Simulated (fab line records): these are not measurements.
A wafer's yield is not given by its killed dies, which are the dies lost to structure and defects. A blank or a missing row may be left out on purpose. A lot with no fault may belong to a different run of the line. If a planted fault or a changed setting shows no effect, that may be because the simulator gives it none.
Check of tool commonality    flow n5_finfet    Sample size 8 lots and 24 wafers

## WHAT PROMPTED THE OPENING
On 2 of the 8 lots, a flag is raised at N5_DUMMY_GATE_INSPECT_27 on the reading raw_defect_count. Wafers without a fault read 313, standard deviation 73.
Rule: a lot is flagged when every wafer of it that has a number lies more than 4 standard deviations from that mean, or none has a number. The other lots count as sound.

lot   measured     on                 raw_defect_count, wafer by wafer  flag
L465  day 3 03:09  defect_inspect-01  232 304 336                       
L466  day 3 08:06  defect_inspect-02  314 270 243                       
L468  day 3 18:25  defect_inspect-02  307 310 277                       
L471  day 4 12:39  defect_inspect-02  1883 1841 1713                    FLAGGED
L472  day 4 20:23  defect_inspect-01  301 309 301                       
L473  day 5 01:55  defect_inspect-02  1748 1678 1661                    FLAGGED
L485  day 7 23:41  defect_inspect-01  260 183 198                       
L487  day 8 11:29  defect_inspect-01  414 390 248                       
On average the flagged lots' numbers are 1754, which is +1441 against the usual, or +20 standard deviations.

## EACH LOT AND THE TOOL IT RAN ON
The record holds 2 process steps before the reading, out of a route of 1938 steps. Each cell gives the tool, then ch followed by the chambers the sampled wafers passed through, then the start.
lot   flag     N5_DUMMY_GATE_TRIM_49            N5_DUMMY_GATE_STRIP_41
L465           rie_si-05 ch 0,2,3, day 3 02:14  rie_diel-03 ch 1,2,3, day 3 02:28
L466           rie_si-05 ch 0,1,2, day 3 07:11  rie_diel-01 ch 0,3, day 3 07:25
L468           rie_si-05 ch 0,2,3, day 3 17:28  rie_diel-04 ch 2,3, day 3 17:44
L471  FLAGGED  rie_si-05 ch 2,3, day 4 11:44    rie_diel-04 ch 2,3, day 4 11:58
L472           rie_si-02 ch 0,3, day 4 19:27    rie_diel-04 ch 0,3, day 4 19:41
L473  FLAGGED  rie_si-05 ch 0,1, day 5 00:59    rie_diel-03 ch 0,1, day 5 01:13
L485           rie_si-06 ch 0,2,3, day 7 22:40  rie_diel-01 ch 1,2,3, day 7 23:00
L487           rie_si-02 ch 1,2, day 8 10:29    rie_diel-01 ch 2,3, day 8 10:49
What these steps do:
- N5_DUMMY_GATE_TRIM_49: chemistry O2, time 29 s, target cd 14 nm.
- N5_DUMMY_GATE_STRIP_41: strips in O2.
- N5_DUMMY_GATE_INSPECT_27: inspects for defects (brightfield).

## FLAGGED OVER TOTAL, TOOL BY TOOL (the gauges that took the reading come last)
step                      tool               lots run  flagged  share of the flagged lots  sound lots run after its first flagged lot
N5_DUMMY_GATE_TRIM_49     rie_si-02          2         0        none                       -
N5_DUMMY_GATE_TRIM_49     rie_si-05          5         2        all                        0
N5_DUMMY_GATE_TRIM_49     rie_si-06          1         0        none                       -
N5_DUMMY_GATE_STRIP_41    rie_diel-01        3         0        none                       -
N5_DUMMY_GATE_STRIP_41    rie_diel-03        2         1        some                       0
N5_DUMMY_GATE_STRIP_41    rie_diel-04        3         1        some                       1 (L472)
N5_DUMMY_GATE_INSPECT_27  defect_inspect-01  4         0        none                       -
N5_DUMMY_GATE_INSPECT_27  defect_inspect-02  4         2        all                        0

## WHAT THE TABLE PERMITS
Rows of the table that ran all the flagged lots, 2 in number: rie_si-05 at N5_DUMMY_GATE_TRIM_49; defect_inspect-02 at N5_DUMMY_GATE_INSPECT_27.
- rie_si-05 at N5_DUMMY_GATE_TRIM_49 ran 5 lots, 2 of them flagged. Last sound lot L468 at day 3 17:28, first flagged lot L471 at day 4 11:44; a fault beginning in between fits.
- defect_inspect-02 at N5_DUMMY_GATE_INSPECT_27 ran 4 lots, 2 of them flagged. Last sound lot L468 at day 3 18:25, first flagged lot L471 at day 4 12:39; a fault beginning in between fits.
A lot count leaves these 2 tools indistinguishable: every one of them fits a fault beginning at some hour. More lots, or a look at what each step does to the wafer, might.

## WHAT THE SIMULATOR HAD PUT IN
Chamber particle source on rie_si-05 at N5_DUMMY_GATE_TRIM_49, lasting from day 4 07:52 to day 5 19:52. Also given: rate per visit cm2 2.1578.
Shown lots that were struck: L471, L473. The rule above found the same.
